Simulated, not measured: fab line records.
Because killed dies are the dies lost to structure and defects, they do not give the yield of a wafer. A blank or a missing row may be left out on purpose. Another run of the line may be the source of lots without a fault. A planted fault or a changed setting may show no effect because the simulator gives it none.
Which tool was responsible? || flow n5-finfet || 21 wafers from 7 lots sampled at 3 of the route's 1938 steps

## WHAT EACH GAUGE READ, for each wafer
N5_BEOL_M9_CD_MEAS_11: target cd 64.1 nm.
{"lot": "L189", "measured": "day 9 17:34", "on": "cd-sem-01", "cd-nm (nm)": "66.0 64.8 65.2"}
{"lot": "L195", "measured": "day 10 23:47", "on": "cd-sem-01", "cd-nm (nm)": "64.5 64.8 63.9"}
{"lot": "L194", "measured": "day 11 01:59", "on": "cd-sem-01", "cd-nm (nm)": "65.7 64.8 65.1"}
{"lot": "L196", "measured": "day 11 02:11", "on": "cd-sem-03", "cd-nm (nm)": "72.0 71.6 71.4"}
{"lot": "L197", "measured": "day 11 20:50", "on": "cd-sem-02", "cd-nm (nm)": "70.0 69.4 69.1"}
{"lot": "L203", "measured": "day 13 13:31", "on": "cd-sem-01", "cd-nm (nm)": "63.2 62.4 63.9"}
{"lot": "L206", "measured": "day 13 18:41", "on": "cd-sem-03", "cd-nm (nm)": "64.2 64.0 64.2"}

## TOOL THAT RAN EACH LOT (tool first, then ch and the chambers of the sampled wafers, then the start)
{"lot": "L189", "N5_BEOL_M8_CURE_75": "uv-cure-03 ch 2, day 9 11:29", "N5_BEOL_M9_EXPOSE_08": "arfi-scanner-03 ch 0, day 9 17:27"}
{"lot": "L195", "N5_BEOL_M8_CURE_75": "uv-cure-02 ch 2, day 10 19:12", "N5_BEOL_M9_EXPOSE_08": "arfi-scanner-03 ch 0, day 10 23:40"}
{"lot": "L194", "N5_BEOL_M8_CURE_75": "uv-cure-01 ch 0, day 10 21:54", "N5_BEOL_M9_EXPOSE_08": "arfi-scanner-01 ch 0, day 11 01:51"}
{"lot": "L196", "N5_BEOL_M8_CURE_75": "uv-cure-03 ch 2, day 10 22:28", "N5_BEOL_M9_EXPOSE_08": "arfi-scanner-03 ch 0, day 11 02:03"}
{"lot": "L197", "N5_BEOL_M8_CURE_75": "uv-cure-03 ch 0, day 11 14:35", "N5_BEOL_M9_EXPOSE_08": "arfi-scanner-03 ch 0, day 11 20:43"}
{"lot": "L203", "N5_BEOL_M8_CURE_75": "uv-cure-02 ch 0, day 13 07:45", "N5_BEOL_M9_EXPOSE_08": "arfi-scanner-02 ch 0, day 13 13:24"}
{"lot": "L206", "N5_BEOL_M8_CURE_75": "uv-cure-02 ch 2, day 13 13:22", "N5_BEOL_M9_EXPOSE_08": "arfi-scanner-02 ch 0, day 13 18:33"}
- N5_BEOL_M8_CURE_75: cures SiCOH lowk, time 120 s.
- N5_BEOL_M9_EXPOSE_08: exposes mask M9.

## THE ANSWER, worked out from the rows above alone
Rule: the lots themselves supply what counts as usual. The widest of any qualifying gaps counts: lots, ordered by their means at a reading, are off when they make up no more than a third of the lots, leave a main group of 4 or more, and stand apart from it by 3 or more times the standard deviation of that group's means. A main group whose means are all the same, to the digits that the tables above print for the reading, isn't used. Also off: a lot with no number at a reading for which 4 or more lots have one. The other lots that the step has rows for count as sound.
Off, at N5_BEOL_M9_CD_MEAS_11 on cd-nm: L196, L197. For the main group the mean is 64.4 nm and the standard deviation 0.79.
A tool fits if, at a process step before that reading, it ran every lot that is off, and no sound lot after the first of them. Those tools and the gauges at N5_BEOL_M9_CD_MEAS_11 are tried in the same way. 2 tools fit, uv-cure-03 at N5_BEOL_M8_CURE_75 and arfi-scanner-03 at N5_BEOL_M9_EXPOSE_08, so this cannot tell which one it is.

## WHAT WAS PUT IN BY THE SIMULATOR
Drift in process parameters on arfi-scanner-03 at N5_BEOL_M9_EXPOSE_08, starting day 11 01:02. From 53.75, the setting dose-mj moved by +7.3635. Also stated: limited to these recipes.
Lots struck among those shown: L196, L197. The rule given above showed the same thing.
